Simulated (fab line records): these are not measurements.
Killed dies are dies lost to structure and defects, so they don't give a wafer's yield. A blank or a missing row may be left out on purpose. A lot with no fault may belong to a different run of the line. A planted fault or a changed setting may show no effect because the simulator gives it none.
Chamber matching || flow nand_harc || rie_diel-04 running NHARC_A_CONTACT_DESCUM_47: 4 sister chambers
The step chemistry O2, time 3 s. 8 wafers are shown with their chamber, then 7 later ones without.

== WAFERS WITH THEIR CHAMBER ==
{"wafer": "L078.1", "chamber": 0, "showerhead_plenum_p_Torr (Torr)": 1.78, "drypump_motor_current_A (A)": 5.8}
{"wafer": "L088.4", "chamber": 2, "showerhead_plenum_p_Torr (Torr)": 2.06, "drypump_motor_current_A (A)": 6.3}
{"wafer": "L088.5", "chamber": 3, "showerhead_plenum_p_Torr (Torr)": 1.81, "drypump_motor_current_A (A)": 6.1}
{"wafer": "L085.3", "chamber": 1, "showerhead_plenum_p_Torr (Torr)": 1.90, "drypump_motor_current_A (A)": 6.5}
{"wafer": "L085.5", "chamber": 3, "showerhead_plenum_p_Torr (Torr)": 1.81, "drypump_motor_current_A (A)": 6.2}
{"wafer": "L085.6", "chamber": 0, "showerhead_plenum_p_Torr (Torr)": 1.77, "drypump_motor_current_A (A)": 5.8}
{"wafer": "L093.2", "chamber": 1, "showerhead_plenum_p_Torr (Torr)": 1.90, "drypump_motor_current_A (A)": 6.5}
{"wafer": "L093.3", "chamber": 2, "showerhead_plenum_p_Torr (Torr)": 2.05, "drypump_motor_current_A (A)": 6.3}

== WAFERS WITHOUT THEIR CHAMBER ==
{"wafer": "L093.6", "showerhead_plenum_p_Torr (Torr)": 1.90, "drypump_motor_current_A (A)": 6.5}
{"wafer": "L096.1", "showerhead_plenum_p_Torr (Torr)": 1.80, "drypump_motor_current_A (A)": 6.2}
{"wafer": "L096.2", "showerhead_plenum_p_Torr (Torr)": 2.05, "drypump_motor_current_A (A)": 6.3}
{"wafer": "L096.4", "showerhead_plenum_p_Torr (Torr)": 1.89, "drypump_motor_current_A (A)": 6.5}
{"wafer": "L097.2", "showerhead_plenum_p_Torr (Torr)": 2.07, "drypump_motor_current_A (A)": 5.8}
{"wafer": "L097.3", "showerhead_plenum_p_Torr (Torr)": 1.80, "drypump_motor_current_A (A)": 6.1}
{"wafer": "L097.4", "showerhead_plenum_p_Torr (Torr)": 2.05, "drypump_motor_current_A (A)": 6.3}

== THE CHAMBER EACH PASSED THROUGH ==
{"wafer": "L093.6", "from the rows above": 1, "in truth": 1}
{"wafer": "L096.1", "from the rows above": 3, "in truth": 3}
{"wafer": "L096.2", "from the rows above": 2, "in truth": 2}
{"wafer": "L096.4", "from the rows above": 1, "in truth": 1}
{"wafer": "L097.2", "from the rows above": 2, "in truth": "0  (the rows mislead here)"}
{"wafer": "L097.3", "from the rows above": 3, "in truth": 3}
{"wafer": "L097.4", "from the rows above": 2, "in truth": 2}
Correctly placed: 6 of 7. Left unplaced by these rows: 0. Wrongly placed: 1.
How it was worked out, from the rows above alone: a wafer's distance from a chamber is the root of the sum, over the readings, of the square of ((its reading less the chamber's mean) divided by the reading's scatter). If the next closest chamber is less than 2 further off than the closest, the wafer can't be placed; otherwise it belongs to the closest. A chamber's mean is the mean of its shown wafers. The scatter: the root of (the sum of the squares of (reading less its chamber's mean) over the shown wafers, divided by (wafers less chambers)).
